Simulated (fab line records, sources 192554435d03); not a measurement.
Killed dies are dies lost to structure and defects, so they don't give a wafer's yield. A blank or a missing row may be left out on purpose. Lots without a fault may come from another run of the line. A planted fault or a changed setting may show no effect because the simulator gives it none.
One fault seen from 2 desks | flow n5_finfet | each desk has only its own numbers; what lay behind them comes last

THE TOOL OWNER'S DESK: epi_rpcvd-01
The tool's own readings at N5_SD_EPI_N_EPI_21 (deposits Si:P, time 690 s): means of the sampled wafers that have a number, for each lot that ran on this tool. A lot is out of limits, marked OUT, if its mean lies more than 4 standard deviations from the usual mean; the brackets give that distance.
Columns: A = chamber_pressure_Torr at N5_SD_EPI_N_EPI_21, usual 255.1 Torr
lot  | first seen here | A
L234 | day 6 08:44     | 255.1
L236 | day 7 00:29     | 254.8
L238 | day 7 11:46     | 255.3
This desk's finding: nothing out of limits on any of the 3 lots.

THE METROLOGY DESK
What the gauges read, lot by lot, whatever tool the lot ran on: means of the sampled wafers that have a number. A lot is out of limits, marked OUT, if its mean lies more than 4 standard deviations from the usual mean; the brackets give that distance. Of its 10 readings 7 are shown: those that lie furthest out on some lot.
Columns: A = DIBL_N at N5_BEOL_M4_RC_MEAS_101, usual 35.9 mV/V; B = DIBL_P at N5_BEOL_M4_RC_MEAS_101, usual 35.9 mV/V; C = IOFF_N at N5_BEOL_M4_RC_MEAS_101, usual 0.160 nA/um; D = IOFF_P at N5_BEOL_M4_RC_MEAS_101, usual 0.21 nA/um; E = ION_P at N5_BEOL_M4_RC_MEAS_101, usual 461 uA/um; F = SS_P at N5_BEOL_M4_RC_MEAS_101, usual 73.2 mV/dec; G = VT_P at N5_BEOL_M4_RC_MEAS_101, usual -250 mV
lot  | first seen here | A    | B    | C     | D    | E   | F    | G
L234 | day 11 10:19    | 37.3 | 36.9 | 0.186 | 0.25 | 467 | 73.8 | -246
L236 | day 11 14:55    | 34.3 | 34.3 | 0.135 | 0.15 | 451 | 72.8 | -258
L238 | day 11 20:56    | 36.1 | 35.6 | 0.160 | 0.24 | 464 | 73.1 | -247
L244 | day 14 04:25    | 37.7 | 38.9 | 0.186 | 0.23 | 460 | 74.1 | -251
This desk's finding: nothing out of limits on any of the 4 lots.

PUT TOGETHER
The tool owner's desk saw nothing out of limits.
The metrology desk saw nothing out of limits.

WHAT THE SIMULATOR HAD PUT IN
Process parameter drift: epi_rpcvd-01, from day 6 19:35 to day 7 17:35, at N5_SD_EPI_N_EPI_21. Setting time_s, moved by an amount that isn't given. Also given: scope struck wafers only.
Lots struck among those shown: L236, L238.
